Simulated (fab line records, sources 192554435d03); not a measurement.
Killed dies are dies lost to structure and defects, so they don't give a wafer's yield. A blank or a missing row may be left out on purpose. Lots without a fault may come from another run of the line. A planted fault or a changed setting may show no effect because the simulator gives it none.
fab line records | flow n5_finfet
record lots=4 wafers=12 last_day=17
route steps=1938 shown BEOL_M4@1099 BEOL_M5@1112 BEOL_M8@1378 PASSIVATION@1936
lots that met no fault: from a run of the same line without faults
start_h: hours from the record's first day to the start of the lot's first wafer shown | wait_h: hours since the lot's step before | " the same as in the row above | L1.1+2: a row that stands for several wafers | - no value, or no start given | * or withheld: withheld | < > ~ a bound
route shown NAME@n: a module of which the file shows steps, and the number in the route of the first | usual: mean/standard deviation of fault-free wafers | same: alike in all rows | chamber/n: place in a boat | sites: the reading at each site | _std_site: their standard deviation | _edge_site: outer sites' mean less inner sites' | radius_mm: how far each site lies from the wafer's centre | mask NAME#n: copy n | behind: the tool/chamber that last shaped the wafer | hold: why the lot was held/for how many hours/how that ended | device: the transistor (n, p or np) that didn't switch | end of line: the same wafers' tests at the end of the route | a step without rows: its recipe alone | killed: dies lost to structure and defects at the first sort, not the wafer's yield | map: a wafer's dies, x killed, . not, _ none there
set.NAME: the setting as run; set.NAME@STEP: as run at that earlier step | model.NAME: the simulator's own value behind a step, which no gauge read
lots at some steps of the route; a table a step, a row a wafer
services: from which hour (start_h, from the record's first day; less than 0 if before it) a tool's chamber was out of use, for how many hours, and why
## steps
# step N5_BEOL_M4_ANNEAL_95
# recipe temp_c=400 time_s=240 ambient=vacuum
# step N5_BEOL_M4_SPUTTER_96
# recipe material=Cu target_thk_a=45 temp_c=-20 chamber_pressure_pa=0.07 power_w=withheld time_s=8.29
# step N5_BEOL_M4_ECD_50
# recipe material=Cu target_thk_a=3000
# step N5_BEOL_M4_ANNEAL_51
# recipe temp_c=225 time_s=90 ambient=N2
# step N5_BEOL_M4_CMP_52
# recipe stop_on=SiOC t_overpolish_s=6.8 down_force_psi=1 platen_rpm=50 clearing_platen_down_force_psi=1.5 clearing_platen_rpm=50 post_cmp_clean=cu_alkaline target_thk_nm=40 clearing_platen_pad_velocity_m_s=0.99484 pad_velocity_m_s=0.99484
# step N5_BEOL_M4_PRE_CLEAN_60
# recipe gas=NH3/H2 time_s=15 temp_c=* rf_power_w=300
# step N5_BEOL_M4_CO_CAP_55
# recipe material=Co target_thk_a=20 temp_c=200 precursor=CCTBA/H2 pressure_torr=30 time_s=102.1
# step N5_BEOL_M4_PRE_CLEAN_56
# recipe gas=NH3 time_s=15 temp_c=withheld rf_power_w=300
# step N5_BEOL_M4_DEP_57
# recipe material=SiCN target_thk_a=80 temp_c=withheld precursor=3MS/NH3 pressure_torr=3 rf_w=202 time_s=14
# step N5_BEOL_M4_RC_MEAS_101
# usual DIBL_N=36.5/1.9 DIBL_P=36.7/2.1 IOFF_N=0.17/0.035 IOFF_P=0.22/0.042 ION_N=676/10 ION_P=462/8.1 SS_N=71.5/0.72 SS_P=73.4/0.7 VT_N=249/3.1 VT_P=-250/3.9
# columns lot.wafer tool chamber start_h wait_h DIBL_N[mV/V] DIBL_P[mV/V] IOFF_N[nA/um] IOFF_P[nA/um] ION_N[uA/um] ION_P[uA/um] SS_N[mV/dec] SS_P[mV/dec] VT_N[mV] VT_P[mV]
L645.2 prober-01 0 259.11 0.2 36.9 37.1 0.18 0.21 682 460 71.2 72.9 249 -253
L645.4 " 0 " " 40.7 39.6 0.26 0.27 695 468 72.8 74.8 245 -248
L645.6 " 0 " " 36.7 35.0 0.17 0.19 679 453 71.8 73.1 250 -253
L648.2 prober-01 0 264.08 0.2 36.8 37.6 0.18 0.19 680 451 72.1 73.2 247 -255
L648.3 " 0 " " 33.9 34.4 0.12 0.16 662 449 70.8 73.3 252 -255
L648.5 " 0 " " 34.6 34.4 0.14 0.16 675 452 70.7 72.3 250 -258
L652.1 prober-01 0 298.05 0.0 33.2 34.9 0.11 0.18 663 465 70.4 72.9 254 -253
L652.5 " 0 " " 34.3 36.9 0.13 0.22 673 471 71.4 72.9 252 -248
L652.6 " 0 " " 37.3 39.3 0.18 0.26 682 466 73.0 74.7 247 -243
L654.1 prober-02 0 316.29 0.0 35.6 34.6 0.15 0.16 667 448 70.8 72.6 249 -254
L654.3 " 0 " " 37.4 37.2 0.16 0.19 680 459 70.7 72.4 250 -254
L654.4 " 0 " " 37.5 37.0 0.17 0.20 689 466 71.6 73.9 250 -252
# step N5_BEOL_M5_ILD_DEP_00
# recipe material=SiCOH_lowk target_thk_a=1406.4 temp_c=300 precursor=DEMS/porogen pressure_torr=5 rf_w=500 time_s=25.9
# step N5_BEOL_M5_CURE_79
# recipe temp_c=385 time_s=240 ambient=He/Ar material=SiCOH_lowk
# step N5_BEOL_M5_PECVD_70
# recipe material=SiO2 target_thk_a=160 temp_c=400 precursor=TEOS/O2 pressure_torr=5.5 rf_w=450 teos_flow_sccm=53.8 gas=O2 flow_sccm=3000 time_s=18
# step N5_BEOL_M5_HM_DEP_02
# recipe material=TiN target_thk_a=200 temp_c=25 chamber_pressure_pa=0.49996
# step N5_BEOL_M5_COAT_59
# recipe resist=SOC temp_c=250 time_s=60 spin_rpm=1500 resist_thk_nm=60
# step N5_BEOL_M5_COAT_60
# recipe resist=SiARC temp_c=220 time_s=60 spin_rpm=1500 resist_thk_nm=12
# step N5_BEOL_M5_COAT_71
# recipe resist=underlayer temp_c=205 time_s=60 spin_rpm=1500 resist_thk_nm=5
# step N5_BEOL_M5_COAT_05
# recipe resist=CAR-EUV spin_rpm=1500 resist_thk_nm=30
# step N5_BEOL_M5_EBR_07
# recipe solvent=PGMEA ebr_width_mm=1.5
# step N5_BEOL_M5_SOFTBAKE_06
# recipe temp_c=110 time_s=60 resist=CAR-EUV
# step N5_BEOL_M5_EXPOSE_08
# recipe mask_id=M5 na=0.33 source_shape=annular sigma_inner=0.4 sigma_outer=0.8 polarization=unpolarized target_cd_nm=28 dose_mj=35.75
# step N5_BEOL_M5_PEB_09
# recipe peb_temp_c=100 peb_time_s=60 resist=CAR-EUV
# step N5_BEOL_M5_DEVELOP_10
# recipe develop_time_s=30 developer=TMAH resist=CAR-EUV rinse_liquid=surfactant_rinse dry=air_spin dev_temp_c=23
# step N5_BEOL_M5_DESCUM_16
# recipe chemistry=O2 time_s=7 source_power_w=50 bias_power_w=20 pressure_mtorr=20 rf_frequency_hz=2.712e+07 temp_c=40 resist=CAR-EUV o2_flow_sccm=225
# step N5_BEOL_M5_ETCH_72
# recipe chemistry=N2/H2 target=underlayer target_depth_a=65 mask_material=CAR-EUV time_s=5.2 ion_energy_ev=200 pressure_mtorr=30 source_w=840 bias_w=150 n2_flow_sccm=200 h2_flow_sccm=200 ends=cleared
# step N5_BEOL_M5_ETCH_61
# recipe chemistry=CF4 target=SiARC target_depth_a=156 mask_material=CAR-EUV time_s=26 ion_energy_ev=80 pressure_mtorr=40 source_w=545 bias_w=36 Ar_flow_sccm=100 cf4_flow_sccm=100 ends=cleared
# step N5_BEOL_M5_ETCH_62
# recipe chemistry=N2/H2 target=SOC target_depth_a=750 overetch_a=150 mask_material=SiARC temp_c=40 time_s=112.5 ion_energy_ev=200 pressure_mtorr=30 source_w=840 bias_w=150 n2_flow_sccm=200 h2_flow_sccm=200
# step N5_BEOL_M5_STRIP_63
# recipe chemistry=N2/H2 temp_c=40 n2_flow_sccm=200 h2_flow_sccm=200 rf_frequency_hz=6e+07
# step N5_BEOL_M5_STRIP_73
# recipe chemistry=N2/H2 temp_c=40 n2_flow_sccm=200 h2_flow_sccm=200 rf_frequency_hz=6e+07
# step N5_BEOL_M5_STRIP_64
# recipe chemistry=CF4 resist=SiARC power_w=300 bias_power_w=75 pressure_mtorr=50 cf4_flow_sccm=150 rf_frequency_hz=6e+07
# step N5_BEOL_M5_HM_OPEN_17
# recipe chemistry=Cl2/BCl3 target_depth_a=200 overetch_a=60 target=TiN mask_material=SOC ion_energy_ev=150 pressure_mtorr=10 icp_w=1000 bias_w=126 Cl2_flow_sccm=53.25 bcl3_flow_sccm=21.75 Ar_flow_sccm=25
# step N5_BEOL_M5_STRIP_19
# recipe chemistry=O2 power_w=400 temp_c=40 pressure_mtorr=30 rf_frequency_hz=6e+07 bias_power_w=0 overash_fraction=0.2 o2_flow_sccm=225
# step N5_BEOL_M5_COAT_65
# recipe resist=SOC temp_c=250 time_s=60 spin_rpm=1500 resist_thk_nm=60
# step N5_BEOL_M5_COAT_66
# recipe resist=SiARC temp_c=220 time_s=60 spin_rpm=1500 resist_thk_nm=12
# step N5_BEOL_M8_ETCH_41
# recipe chemistry=CH3F/O2 target=SiCN target_depth_a=319 taper_deg=2 time_s=57.8 ion_energy_ev=120 mask_material=TiN pressure_mtorr=30 source_w=395 bias_w=75 Ar_flow_sccm=150 CH3F_flow_sccm=30 O2_flow_sccm=20
# usual CH3F_flow_sccm=29.99/0.091 O2_flow_sccm=20.00/0.055 drypump_motor_current_A=5.6/0.32 oes_product_au=0.75/0.063 rf_vpp_V=297.2/1.5 showerhead_plenum_p_Torr=1.99/0.054 throttle_valve_pct=16.51/0.18
# columns lot.wafer tool chamber start_h wait_h CH3F_flow_sccm O2_flow_sccm drypump_motor_current_A oes_product_au rf_hours_counter_h rf_vpp_V showerhead_plenum_p_Torr throttle_valve_pct
L645.2 rie_diel-02 2 302.46 - 30.07 20.03 5.3 0.68 239 295.2 1.89 16.88
L645.4 " 3 " " 29.98 20.01 5.1 0.70 223 298.5 2.06 16.82
L645.6 " 1 " " 30.00 19.99 5.2 0.72 - 297.7 1.99 16.39
L648.2 rie_diel-01 1 303.00 - 30.17 19.98 5.8 0.83 71 297.2 2.02 16.28
L648.3 " 2 " " 30.06 20.04 5.7 0.75 141 298.2 2.00 16.48
L648.5 " 0 " " 30.05 19.97 5.7 0.77 - 297.8 2.02 16.49
L652.1 rie_diel-01 0 333.68 - - - - - - - - -
L652.5 " 3 " " - - - - - - - -
L652.6 " 0 " " - - - - - - - -
L654.1 rie_diel-06 2 353.16 - - - - - - - - -
L654.3 " 1 " " - - - - - - - -
L654.4 " 1 " " - - - - - - - -
# step N5_PASSIVATION_PROBE_49
# usual defect_limited_yield=91.4/1.5 killed_at_M0_to_M3=35/12 killed_at_M4_up=13/5.8 killed_at_contacts=12/5.5 killed_at_front_end=36/9.9 killed_at_other=4/3.7 killed_dies=101/18 killed_on_rim=13/4.1 killed_open=66/13 killed_short=33/8 sort_bin_5_function=5.0/1 sort_bin_6_memory=3.2/0.67 sort_n_pass=1079/18 sort_yield_pct=91.4/1.5
# same gross_dies=1180 killed_at_back_side=0 sort_bin_4_leakage[%]=0 sort_bin_8_speed[%]=0
# columns lot.wafer tool chamber start_h wait_h defect_limited_yield[%] killed_at_M0_to_M3 killed_at_M4_up killed_at_contacts killed_at_front_end killed_at_other killed_dies killed_on_rim killed_open killed_short sort_bin_5_function[%] sort_bin_6_memory[%] sort_n_pass sort_yield_pct[%]
L645.2 prober-01 - 368.89 0.1 92.9 24 11 3 43 3 84 9 51 30 3.5 3.3 1096 92.9
L645.4 prober-01 - 368.99 0.2 93.6 35 9 3 27 1 75 9 54 20 3.6 2.4 1105 93.6
L645.6 prober-01 - 369.09 0.3 93.3 23 7 7 38 4 79 8 48 26 4.1 1.9 1101 93.3
L648.2 prober-02 - 371.62 0.1 91.2 57 24 3 16 4 104 14 71 33 4.5 3.9 1076 91.2
L648.3 prober-02 - 371.67 0.1 89.7 52 12 7 44 6 121 17 77 34 6.0 3.4 1059 89.7
L648.5 prober-02 - 371.77 0.2 91.9 53 12 2 21 8 96 13 61 34 3.9 3.9 1084 91.9
L652.1 prober-02 - 412.09 0.0 0 26 1097 11 46 0 1180 152 77 21 96.6 3.2 0 0
L652.5 prober-02 - 412.29 0.2 0 29 1110 11 29 1 1180 152 59 30 97.0 2.6 0 0
L652.6 prober-02 - 412.34 0.3 0 30 1098 13 39 0 1180 152 58 29 96.3 3.7 0 0
L654.1 prober-01 - 417.73 0.0 0 22 1095 13 42 8 1180 152 67 31 96.3 3.4 0 0
L654.3 prober-01 - 417.83 0.1 0 35 1113 10 20 2 1180 152 58 25 97.0 2.6 0 0
L654.4 prober-01 - 417.88 0.2 0 24 1110 13 32 1 1180 152 53 29 97.2 2.5 0 0
# killed by level:class
L645.2 FIN_SAQP:geometric_particle:open=7 GATE_CUT:geometric_particle:short=7 BEOL_M3:geometric_particle:open=7 SPACER0:geometric_particle:open=6 BEOL_M1:geometric_particle:open=6 DUMMY_GATE:geometric_particle:short=4 SPACER0:geometric_particle:short=4 BEOL_M5:geometric_particle:open=4
L645.4 BEOL_M0_SAQP:geometric_particle:open=9 STI_FIN_REVEAL:geometric_particle:open=8 BEOL_M0_SAQP:geometric_particle:short=8 DUMMY_GATE:geometric_particle:open=7 BEOL_M3:geometric_particle:open=6 BEOL_M2:geometric_particle:open=5 BEOL_M5:geometric_particle:open=4 MOL_CONTACT_COAG:geometric_particle:open=3
L645.6 DUMMY_GATE:geometric_particle:open=8 BEOL_M3:geometric_particle:open=7 FIN_SAQP:geometric_particle:short=6 MOL_CONTACT_COAG:geometric_particle:open=6 HKMG_FIN:area_etch=5 BEOL_M0_SAQP:geometric_particle:open=4 SPACER0:geometric_particle:open=4 BEOL_M0_SAQP:geometric_particle:short=4
L648.2 BEOL_M1:geometric_particle:open=12 BEOL_M0_SAQP:geometric_particle:short=11 BEOL_M4:geometric_particle:open=10 BEOL_M0_SAQP:geometric_particle:open=9 BEOL_M2:geometric_particle:open=9 BEOL_M3:geometric_particle:open=8 BEOL_M5:geometric_particle:open=6 GATE_CUT:geometric_particle:short=5
L648.3 BEOL_M1:geometric_particle:open=12 DUMMY_GATE:geometric_particle:open=9 BEOL_M0_SAQP:geometric_particle:open=9 HKMG_FIN:area_etch=9 BEOL_M2:geometric_particle:open=8 FIN_SAQP:geometric_particle:open=7 BEOL_M3:geometric_particle:open=6 MOL_CONTACT_COAG:geometric_particle:open=5
L648.5 BEOL_M0_SAQP:geometric_particle:short=16 BEOL_M0_SAQP:geometric_particle:open=15 BEOL_M1:geometric_particle:open=12 BEOL_M5:geometric_particle:open=7 STARTING-WAFER:geometric_particle:short=5 PASS1_CAP:geometric_particle:open=4 FIN_SAQP:geometric_particle:short=3 FIN_CUT:geometric_particle:open=3
L652.1 BEOL_M8:area_etch=1079 STI_FIN_REVEAL:geometric_particle:open=10 DUMMY_GATE:geometric_particle:open=9 FIN_SAQP:geometric_particle:open=8 BEOL_M3:geometric_particle:open=8 MOL_CONTACT_COAG:geometric_particle:open=7 BEOL_M0_SAQP:geometric_particle:open=6 BEOL_M5:geometric_particle:open=5
L652.5 BEOL_M8:area_etch=1090 MOL_CONTACT_COAG:geometric_particle:open=11 BEOL_M3:geometric_particle:open=10 BEOL_M0_SAQP:geometric_particle:short=7 BEOL_M4:geometric_particle:open=7 FIN_SAQP:geometric_particle:open=5 GATE_CUT:geometric_particle:short=5 BEOL_M0_SAQP:geometric_particle:open=5
L652.6 BEOL_M8:area_etch=1092 DUMMY_GATE:geometric_particle:open=13 MOL_CONTACT_COAG:geometric_particle:open=12 STI_FIN_REVEAL:geometric_particle:open=7 BEOL_M2:geometric_particle:short=7 BEOL_M0_SAQP:geometric_particle:short=6 FIN_SAQP:geometric_particle:short=5 FIN_SAQP:geometric_particle:open=4
L654.1 BEOL_M8:area_etch=1082 MOL_CONTACT_COAG:geometric_particle:open=12 STI_FIN_REVEAL:geometric_particle:open=8 BEOL_M4:geometric_particle:open=8 BEOL_M2:geometric_particle:open=7 GATE_CUT:geometric_particle:open=6 DUMMY_GATE:geometric_particle:open=4 BEOL_M0_SAQP:geometric_particle:short=4
L654.3 BEOL_M8:area_etch=1096 MOL_CONTACT_COAG:geometric_particle:open=10 STI_FIN_REVEAL:geometric_particle:open=8 BEOL_M0_SAQP:geometric_particle:short=6 BEOL_M1:geometric_particle:open=6 BEOL_M1:geometric_particle:short=5 BEOL_M2:geometric_particle:open=5 BEOL_M4:geometric_particle:open=5
L654.4 BEOL_M8:area_etch=1098 MOL_CONTACT_COAG:geometric_particle:open=12 BEOL_M0_SAQP:geometric_particle:short=7 BEOL_M1:geometric_particle:open=5 GATE_CUT:geometric_particle:open=5 BEOL_M4:geometric_particle:open=5 DUMMY_GATE:geometric_particle:open=4 STARTING-WAFER:geometric_particle:short=4
# map L652.1 (x killed, . not)
_________________xxxxxxxxxxxx________________
______________xxxxxxxxxxxxxxxxxx_____________
___________xxxxxxxxxxxxxxxxxxxxxxxx__________
__________xxxxxxxxxxxxxxxxxxxxxxxxxx_________
________xxxxxxxxxxxxxxxxxxxxxxxxxxxxxx_______
_______xxxxxxxxxxxxxxxxxxxxxxxxxxxxxxxx______
______xxxxxxxxxxxxxxxxxxxxxxxxxxxxxxxxxx_____
_____xxxxxxxxxxxxxxxxxxxxxxxxxxxxxxxxxxxx____
____xxxxxxxxxxxxxxxxxxxxxxxxxxxxxxxxxxxxxx___
___xxxxxxxxxxxxxxxxxxxxxxxxxxxxxxxxxxxxxxxx__
___xxxxxxxxxxxxxxxxxxxxxxxxxxxxxxxxxxxxxxxx__
__xxxxxxxxxxxxxxxxxxxxxxxxxxxxxxxxxxxxxxxxxx_
__xxxxxxxxxxxxxxxxxxxxxxxxxxxxxxxxxxxxxxxxxx_
_xxxxxxxxxxxxxxxxxxxxxxxxxxxxxxxxxxxxxxxxxxxx
_xxxxxxxxxxxxxxxxxxxxxxxxxxxxxxxxxxxxxxxxxxxx
_xxxxxxxxxxxxxxxxxxxxxxxxxxxxxxxxxxxxxxxxxxxx
_xxxxxxxxxxxxxxxxxxxxxxxxxxxxxxxxxxxxxxxxxxxx
_xxxxxxxxxxxxxxxxxxxxxxxxxxxxxxxxxxxxxxxxxxxx
_xxxxxxxxxxxxxxxxxxxxxxxxxxxxxxxxxxxxxxxxxxxx
_xxxxxxxxxxxxxxxxxxxxxxxxxxxxxxxxxxxxxxxxxxxx
_xxxxxxxxxxxxxxxxxxxxxxxxxxxxxxxxxxxxxxxxxxxx
__xxxxxxxxxxxxxxxxxxxxxxxxxxxxxxxxxxxxxxxxxx_
__xxxxxxxxxxxxxxxxxxxxxxxxxxxxxxxxxxxxxxxxxx_
___xxxxxxxxxxxxxxxxxxxxxxxxxxxxxxxxxxxxxxxx__
___xxxxxxxxxxxxxxxxxxxxxxxxxxxxxxxxxxxxxxxx__
____xxxxxxxxxxxxxxxxxxxxxxxxxxxxxxxxxxxxxx___
_____xxxxxxxxxxxxxxxxxxxxxxxxxxxxxxxxxxxx____
______xxxxxxxxxxxxxxxxxxxxxxxxxxxxxxxxxx_____
_______xxxxxxxxxxxxxxxxxxxxxxxxxxxxxxxx______
________xxxxxxxxxxxxxxxxxxxxxxxxxxxxxx_______
__________xxxxxxxxxxxxxxxxxxxxxxxxxx_________
___________xxxxxxxxxxxxxxxxxxxxxxxx__________
______________xxxxxxxxxxxxxxxxxx_____________
_________________xxxxxxxxxxxx________________
# map L654.1 (x killed, . not)
_________________xxxxxxxxxxxx________________
______________xxxxxxxxxxxxxxxxxx_____________
___________xxxxxxxxxxxxxxxxxxxxxxxx__________
__________xxxxxxxxxxxxxxxxxxxxxxxxxx_________
________xxxxxxxxxxxxxxxxxxxxxxxxxxxxxx_______
_______xxxxxxxxxxxxxxxxxxxxxxxxxxxxxxxx______
______xxxxxxxxxxxxxxxxxxxxxxxxxxxxxxxxxx_____
_____xxxxxxxxxxxxxxxxxxxxxxxxxxxxxxxxxxxx____
____xxxxxxxxxxxxxxxxxxxxxxxxxxxxxxxxxxxxxx___
___xxxxxxxxxxxxxxxxxxxxxxxxxxxxxxxxxxxxxxxx__
___xxxxxxxxxxxxxxxxxxxxxxxxxxxxxxxxxxxxxxxx__
__xxxxxxxxxxxxxxxxxxxxxxxxxxxxxxxxxxxxxxxxxx_
__xxxxxxxxxxxxxxxxxxxxxxxxxxxxxxxxxxxxxxxxxx_
_xxxxxxxxxxxxxxxxxxxxxxxxxxxxxxxxxxxxxxxxxxxx
_xxxxxxxxxxxxxxxxxxxxxxxxxxxxxxxxxxxxxxxxxxxx
_xxxxxxxxxxxxxxxxxxxxxxxxxxxxxxxxxxxxxxxxxxxx
_xxxxxxxxxxxxxxxxxxxxxxxxxxxxxxxxxxxxxxxxxxxx
_xxxxxxxxxxxxxxxxxxxxxxxxxxxxxxxxxxxxxxxxxxxx
_xxxxxxxxxxxxxxxxxxxxxxxxxxxxxxxxxxxxxxxxxxxx
_xxxxxxxxxxxxxxxxxxxxxxxxxxxxxxxxxxxxxxxxxxxx
_xxxxxxxxxxxxxxxxxxxxxxxxxxxxxxxxxxxxxxxxxxxx
__xxxxxxxxxxxxxxxxxxxxxxxxxxxxxxxxxxxxxxxxxx_
__xxxxxxxxxxxxxxxxxxxxxxxxxxxxxxxxxxxxxxxxxx_
___xxxxxxxxxxxxxxxxxxxxxxxxxxxxxxxxxxxxxxxx__
___xxxxxxxxxxxxxxxxxxxxxxxxxxxxxxxxxxxxxxxx__
____xxxxxxxxxxxxxxxxxxxxxxxxxxxxxxxxxxxxxx___
_____xxxxxxxxxxxxxxxxxxxxxxxxxxxxxxxxxxxx____
______xxxxxxxxxxxxxxxxxxxxxxxxxxxxxxxxxx_____
_______xxxxxxxxxxxxxxxxxxxxxxxxxxxxxxxx______
________xxxxxxxxxxxxxxxxxxxxxxxxxxxxxx_______
__________xxxxxxxxxxxxxxxxxxxxxxxxxx_________
___________xxxxxxxxxxxxxxxxxxxxxxxx__________
______________xxxxxxxxxxxxxxxxxx_____________
_________________xxxxxxxxxxxx________________
## services
# columns tool chamber start_h hours kind
rie_diel-02 2 312.22 9.2 repair
rie_diel-06 0 324.90 17.4 repair
rie_diel-06 3 332.84 3.2 repair
rie_diel-02 2 339.33 - clean
rie_diel-02 2 339.33 - consumable_replace:focus_ring
rie_diel-02 2 339.33 - consumable_replace:showerhead
rie_diel-02 2 339.33 25.6 scheduled_down
rie_diel-02 2 339.33 25.6 vent_cycle
rie_diel-06 0 342.34 - clean
rie_diel-06 0 342.34 - consumable_replace:focus_ring
rie_diel-06 0 342.34 26.0 scheduled_down
rie_diel-06 0 342.34 26.0 vent_cycle
## key
first_sign step=N5_BEOL_M8_ETCH_41 reading=tool_record direction=missing
effect step=N5_PASSIVATION_PROBE_49 reading=killed_at_M4_up direction=up sigmas=99+ usual=13 struck=1104
more_kills_born_at N5_BEOL_M8_ETCH_41@rie_diel-06=3276 N5_BEOL_M8_ETCH_41@rie_diel-01=3261
met_at N5_BEOL_M8_ETCH_41
struck_wafers L652.1,L652.5,L652.6,L654.1,L654.3,L654.4
later_rows_left_out L652.1,L652.5,L652.6,L654.1,L654.3,L654.4
onset_between 303.00 333.68
fault kind=skipped_step_whole tool=rie_diel-01,rie_diel-06 chamber=- onset_h=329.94 steps=N5_BEOL_M8_ETCH_41 scope=struck_lots_only
# later_rows_left_out: the simulator's readings of these wafers behind a module that went badly wrong aren't trusted and aren't shown, but for the sort
